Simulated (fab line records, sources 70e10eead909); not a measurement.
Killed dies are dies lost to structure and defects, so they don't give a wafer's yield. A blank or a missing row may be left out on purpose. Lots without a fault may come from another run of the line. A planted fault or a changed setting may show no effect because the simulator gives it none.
fab line records | flow nand_harc
record lots=5 wafers=15 last_day=33
route steps=1302 shown P_GATE@155 END@1302
lots that met no fault: from a run of the same line without faults
start_h: hours from the record's first day to the start of the lot's first wafer shown | wait_h: hours since the lot's step before | " the same as in the row above | L1.1+2: a row that stands for several wafers | - no value, or no start given | * or withheld: withheld | < > ~ a bound
route shown NAME@n: a module of which the file shows steps, and the number in the route of the first | usual: mean/standard deviation of fault-free wafers | same: alike in all rows | chamber/n: place in a boat | sites: the reading at each site | _std_site: their standard deviation | _edge_site: outer sites' mean less inner sites' | radius_mm: how far each site lies from the wafer's centre | mask NAME#n: copy n | behind: the tool/chamber that last shaped the wafer | hold: why the lot was held/for how many hours/how that ended | device: the transistor (n, p or np) that didn't switch | end of line: the same wafers' tests at the end of the route | a step without rows: its recipe alone | killed: dies lost to structure and defects at the first sort, not the wafer's yield | map: a wafer's dies, x killed, . not, _ none there
set.NAME: the setting as run; set.NAME@STEP: as run at that earlier step | model.NAME: the simulator's own value behind a step, which no gauge read
lots at some steps of the route; a table a step, a row a wafer
services: from which hour (start_h, from the record's first day; less than 0 if before it) a tool's chamber was out of use, for how many hours, and why
## steps
# step NHARC_P_GATE_ALD_36
# recipe target_thk_a=200 pulse_time_s=60 ald_cycles=223 temp_c=400 material=SiNx
# usual heater_power_w=809/43 precursor_pulse_height_rel=1.000/0.02
# columns lot.wafer tool chamber start_h wait_h heater_power_w precursor_pulse_height_rel
L594.2 ald_sin-03 1 151.21 - 789 0.997
L594.6 " 1 155.43 - 785 0.981
L594.5 " 2 156.48 - 820 0.980
L595.3 ald_sin-04 3 167.38 - 802 0.997
L595.5 " 0 168.44 - 745 1.004
L595.6 " 1 169.50 - 768 1.022
L602.3 ald_sin-01 2 225.21 - 838 0.971
L602.2 " 0 227.34 - 900 1.009
L602.6 " 2 229.47 - 826 0.992
L604.3 ald_sin-04 1 249.87 - 768 0.995
L604.2 " 2 250.92 - 754 1.008
L604.1 " 0 253.03 - 767 0.981
L612.1 ald_sin-03 1 327.06 - 805 0.997
L612.2 " 2 328.12 - 896 1.005
L612.6 " 0 330.24 - 808 0.992
# step NHARC_P_GATE_ETCHBACK_37
# recipe target_depth_a=345 time_s=17.2 chf3_flow_sccm=50 o2_flow_sccm=10 ar_flow_sccm=200 rf_w=500 bias_w=200 chemistry=CHF3/O2
# usual drypump_motor_current_A=6.1/0.44 o2_flow_sccm=10.00/0.032 oes_product_au=0.938/0.028 rf_vpp_V=370.2/2.1 showerhead_plenum_p_Torr=2.38/0.094 throttle_valve_pct=20.573/0.009
# columns lot.wafer tool chamber start_h wait_h drypump_motor_current_A o2_flow_sccm oes_product_au rf_hours_counter_h rf_vpp_V showerhead_plenum_p_Torr throttle_valve_pct
L594.2 rie_diel-13 2 - - 5.9 10.12 0.913 13 369.0 2.34 20.575
L594.5 " 1 " " 6.0 10.01 0.914 - 373.9 2.55 20.592
L594.6 " 2 " " 5.9 10.04 0.915 - 368.2 2.34 20.574
L595.3 rie_diel-06 1 - - 5.5 9.98 0.982 3 369.5 2.27 20.564
L595.5 " 2 " " 6.7 10.01 0.986 - 370.1 2.33 20.585
L595.6 " 3 " " 6.6 10.01 0.997 - 369.8 2.42 20.589
L602.3 rie_diel-13 2 - - 5.9 10.04 0.929 4 371.0 2.34 20.563
L602.2 " 3 " " 5.7 9.99 0.910 3 369.9 2.39 20.573
L602.6 " 3 " " 5.7 9.97 0.903 - 370.9 2.39 20.574
L604.2 rie_diel-08 3 - - 5.6 10.03 0.925 3 368.8 2.28 20.574
L604.1 " 1 " " 5.7 10.01 0.938 4 370.7 2.33 20.575
L604.3 " 2 " " 5.2 10.05 0.917 4 371.8 2.42 20.567
L612.2 rie_diel-13 0 - - 6.5 9.99 0.938 10 372.3 2.50 20.566
L612.1 " 2 " " 5.9 9.96 0.943 9 369.4 2.34 20.577
L612.6 " 3 " " 5.7 10.01 0.917 - 370.1 2.39 20.557
# step NHARC_P_GATE_STRIP_101
# recipe time_s=20 o2_flow_sccm=500 ar_flow_sccm=0 bias_w=0 chemistry=O2
# usual drypump_motor_current_A=6.1/0.46 o2_flow_sccm=500.2/1.5 oes_product_au=0.995/0.012 rf_vpp_V=57.6/0.79 showerhead_plenum_p_Torr=3.50/0.13 throttle_valve_pct=17.037/0.0084
# columns lot.wafer tool chamber start_h wait_h drypump_motor_current_A o2_flow_sccm oes_product_au rf_hours_counter_h rf_vpp_V showerhead_plenum_p_Torr throttle_valve_pct
L594.2 rie_diel-13 1 160.81 0.1 6.0 501.4 0.995 12 58.6 3.74 17.037
L594.6 " 3 " " 5.7 502.1 0.987 - 58.4 3.51 17.026
L594.5 " 0 " " 6.5 499.6 0.986 - 57.8 3.67 17.039
L595.3 rie_diel-06 1 173.91 0.1 5.4 500.2 0.986 3 58.0 3.33 17.047
L595.5 " 0 " " 6.4 499.8 0.990 - 57.8 3.34 17.053
L595.6 " 1 " " 5.4 496.6 0.987 - 56.9 3.33 17.045
L602.2 rie_diel-13 2 234.87 0.1 5.9 499.6 1.006 4 57.4 3.44 17.022
L602.3 " 0 " " 6.5 499.7 1.007 4 58.7 3.67 17.033
L602.6 " 2 " " 5.9 499.3 1.001 - 57.8 3.44 17.038
L604.3 rie_diel-08 0 259.45 0.1 6.1 497.5 1.009 3 56.7 3.71 17.027
L604.2 " 1 " " 5.7 498.4 1.007 4 58.2 3.42 17.057
L604.1 " 2 " " 5.2 499.7 0.989 4 57.7 3.55 17.020
L612.1 rie_diel-13 3 334.57 0.1 5.7 501.2 0.985 8 58.3 3.51 17.047
L612.2 " 2 " " 5.9 500.9 1.012 9 57.5 3.44 17.034
L612.6 " 3 " " 5.7 497.8 1.001 - 57.7 3.51 17.036
# step NHARC_P_GATE_PRECLEAN_97
# recipe time_s=600 temp_c=120 chemistry=SPM
# step NHARC_P_GATE_SRD_98
# step NHARC_P_GATE_PRECLEAN_99
# recipe time_s=* temp_c=50 bath_age_min=0 chemistry=SC1
# step NHARC_P_GATE_SRD_100
# step NHARC_P_GATE_DEHYDRATE_38
# recipe temp_c=150 time_s=120
# step NHARC_P_GATE_HMDS_39
# recipe time_s=30
# step NHARC_P_GATE_COAT_40
# recipe spin_rpm=3000
# step NHARC_P_GATE_SOFTBAKE_41
# recipe temp_c=122 time_s=95
# step NHARC_P_GATE_EBR_42
# step NHARC_P_GATE_EXPOSE_43
# recipe na=0.6 target_cd_nm=720 dose_mj=14.81 mask_id=P_NSD
# columns lot.wafer tool chamber start_h wait_h mask
L594.2+5+6 krf_scanner-01 0 161.57 - P_PSD#0
L595.3+5+6 krf_scanner-02 0 174.68 - P_NSD#0
L602.2+3+6 krf_scanner-02 0 235.51 - P_NSD#0
L604.1+2+3 krf_scanner-02 0 260.21 - P_NSD#0
L612.1+2+6 krf_scanner-01 0 335.33 - P_NSD#0
# step NHARC_P_GATE_PEB_44
# recipe peb_temp_c=118 peb_time_s=85
# step NHARC_P_GATE_DEVELOP_45
# recipe time_s=70
# step NHARC_P_GATE_CD_MEAS_46
# recipe target_cd_nm=720 landing_energy_ev=500
# usual cd_nm=720.2/1.8
# same landing_energy_ev=500
# columns lot.wafer tool chamber start_h wait_h cd_nm
L594.2 cd_sem-01 0 161.72 - -
L594.5 " 0 " " -
L594.6 " 0 " " -
L595.3 cd_sem-02 0 174.83 - 721.2
L595.5 " 0 " " 720.7
L595.6 " 0 " " 719.6
L602.2 cd_sem-02 0 235.66 - 719.5
L602.3 " 0 " " 723.4
L602.6 " 0 " " 721.8
L604.1 cd_sem-03 0 260.38 - 721.3
L604.2 " 0 " " 717.8
L604.3 " 0 " " 718.1
L612.1 cd_sem-01 0 335.49 - 718.9
L612.2 " 0 " " 719.8
L612.6 " 0 " " 719.5
# step NHARC_P_GATE_HARDBAKE_47
# recipe temp_c=125 time_s=80
# step NHARC_END_SORT_01
# recipe temp_c=25
# usual killed_at_array=58/22 killed_at_other=1.0/1.3 killed_at_periphery=5/3.4 killed_dies=64/22 killed_open=3.6/1.8 killed_short=2.4/1.7
# same gross_dies=677
# columns lot.wafer tool chamber start_h wait_h killed_at_array killed_at_other killed_at_periphery killed_dies killed_open killed_short
L594.2 prober-01 0 631.67 2.8 34 2 641 677 1 0
L594.5 prober-01 0 634.08 3.7 30 3 644 677 4 0
L594.6 prober-01 0 634.88 4.0 32 4 641 677 2 3
# killed by level:class
L594.2 P_GATE:area_expose=639 A_CHANNEL_HOLE_D2:chamber_film_flake=12 A_STAIRCASE:chamber_film_flake=9 A_CONTACT:chamber_film_flake=5 A_CHANNEL_HOLE_D1:chamber_film_flake=4 THIN_TSV:chamber_film_flake=2 A_ONON_D1:geometric_particle:open=1 P_ZERO_WELL:chamber_film_flake=1
L594.5 P_GATE:area_expose=641 A_CHANNEL_HOLE_D2:chamber_film_flake=13 A_STAIRCASE:chamber_film_flake=6 A_CONTACT:chamber_film_flake=4 THIN_TSV:chamber_film_flake=3 A_CHANNEL_HOLE_D1:chamber_film_flake=2 P_CONTACT:geometric_particle:open=1 P_M0:geometric_particle:open=1
L594.6 P_GATE:area_expose=639 A_CHANNEL_HOLE_D2:chamber_film_flake=10 A_CONTACT:chamber_film_flake=8 THIN_TSV:chamber_film_flake=4 A_CHANNEL_HOLE_D1:chamber_film_flake=3 A_STAIRCASE:chamber_film_flake=3 A_SLIT:chamber_film_flake=2 A_ONON_D1:geometric_particle:short=1
# map L594.2 (x killed, . not)
____________x____________
_________xxxxxxx_________
_______xxxxxxxxxxx_______
______xxxxxxxxxxxxx______
_____xxxxxxxxxxxxxxx_____
____xxxxxxxxxxxxxxxxx____
____xxxxxxxxxxxxxxxxx____
___xxxxxxxxxxxxxxxxxxx___
___xxxxxxxxxxxxxxxxxxx___
__xxxxxxxxxxxxxxxxxxxxx__
__xxxxxxxxxxxxxxxxxxxxx__
_xxxxxxxxxxxxxxxxxxxxxxx_
_xxxxxxxxxxxxxxxxxxxxxxx_
_xxxxxxxxxxxxxxxxxxxxxxx_
_xxxxxxxxxxxxxxxxxxxxxxx_
_xxxxxxxxxxxxxxxxxxxxxxx_
xxxxxxxxxxxxxxxxxxxxxxxxx
xxxxxxxxxxxxxxxxxxxxxxxxx
xxxxxxxxxxxxxxxxxxxxxxxxx
xxxxxxxxxxxxxxxxxxxxxxxxx
xxxxxxxxxxxxxxxxxxxxxxxxx
_xxxxxxxxxxxxxxxxxxxxxxx_
_xxxxxxxxxxxxxxxxxxxxxxx_
_xxxxxxxxxxxxxxxxxxxxxxx_
_xxxxxxxxxxxxxxxxxxxxxxx_
_xxxxxxxxxxxxxxxxxxxxxxx_
__xxxxxxxxxxxxxxxxxxxxx__
__xxxxxxxxxxxxxxxxxxxxx__
___xxxxxxxxxxxxxxxxxxx___
___xxxxxxxxxxxxxxxxxxx___
____xxxxxxxxxxxxxxxxx____
____xxxxxxxxxxxxxxxxx____
_____xxxxxxxxxxxxxxx_____
______xxxxxxxxxxxxx______
_______xxxxxxxxxxx_______
_________xxxxxxx_________
____________x____________
# map L612.2 (x killed, . not)
____________.____________
_________......._________
_______..........._______
______.............______
_____..............._____
____.................____
____....x............____
___.x.x.........x.....___
___..........x........___
__x....................__
__.x...................__
_....x.......x.........._
_................x......_
_........x.xx.x.x......._
_......................._
_.............x........._
....x....................
...........x.....x.......
.....x........x..........
.......x..xxx...xx.......
.........................
_..x...................._
_x..x..........x........_
_..xx..x................_
_.xxx.x.....x..........._
_.xxxx.................._
__.xxx.x.x...x.........__
__xxx..................__
___.......x...........___
___...x...............___
____.................____
____.................____
_____..............._____
______......x.x....______
_______..........._______
_________..x...._________
____________.____________
## services
# columns tool chamber start_h hours kind
rie_diel-06 - 130.20 9.0 pm
krf_scanner-01 - 135.74 2.4 repair
krf_scanner-01 - 140.00 4.0 pm
ald_sin-04 1 153.73 5.8 repair
rie_diel-13 2 156.02 1.6 repair
rie_diel-08 2 162.08 6.1 repair
rie_diel-13 - 165.04 9.0 pm
ald_sin-03 - 171.67 10.0 pm
rie_diel-08 3 171.72 10.4 repair
rie_diel-13 3 184.78 24.1 repair
krf_scanner-02 - 185.57 1.2 repair
rie_diel-08 3 185.72 15.0 repair
rie_diel-08 - 190.80 9.0 pm
rie_diel-06 0 203.88 3.9 repair
rie_diel-06 - 228.42 2.5 repair
ald_sin-03 0 231.38 5.7 repair
krf_scanner-01 - 240.48 0.4 repair
rie_diel-13 1 256.32 3.7 repair
krf_scanner-02 - 266.00 4.0 pm
rie_diel-06 3 295.90 8.2 repair
krf_scanner-02 - 297.74 0.5 repair
ald_sin-03 3 297.81 6.7 repair
rie_diel-06 - 307.20 9.0 pm
krf_scanner-01 - 312.00 4.0 pm
## key
first_sign step=NHARC_P_GATE_EXPOSE_43 reading=mask direction=changed
effect step=NHARC_P_GATE_CD_MEAS_46 reading=cd_nm direction=missing
effect step=NHARC_END_SORT_01 reading=killed_at_periphery direction=up sigmas=99+ usual=5 struck=642
more_kills_born_at NHARC_P_GATE_EXPOSE_43@krf_scanner-01=1919
met_at NHARC_P_GATE_EXPOSE_43
struck_wafers L594.2,L594.5,L594.6
later_rows_left_out L594.2,L594.5,L594.6
tester_left_out L594
fault kind=wrong_mask tool=any chamber=- onset_h=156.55 steps=NHARC_P_GATE_EXPOSE_43 aux_copy=P_PSD#0 scope=struck_lots_only
# tester_left_out: of these lots the tester's yield and bins aren't shown, on N5 and GAA mostly nor the transistor test; their killed dies are dies lost to structure and defects alone, not to doping, threshold or leakage, so they don't give the yield
# later_rows_left_out: the simulator's readings of these wafers behind a module that went badly wrong aren't trusted and aren't shown, but for the sort
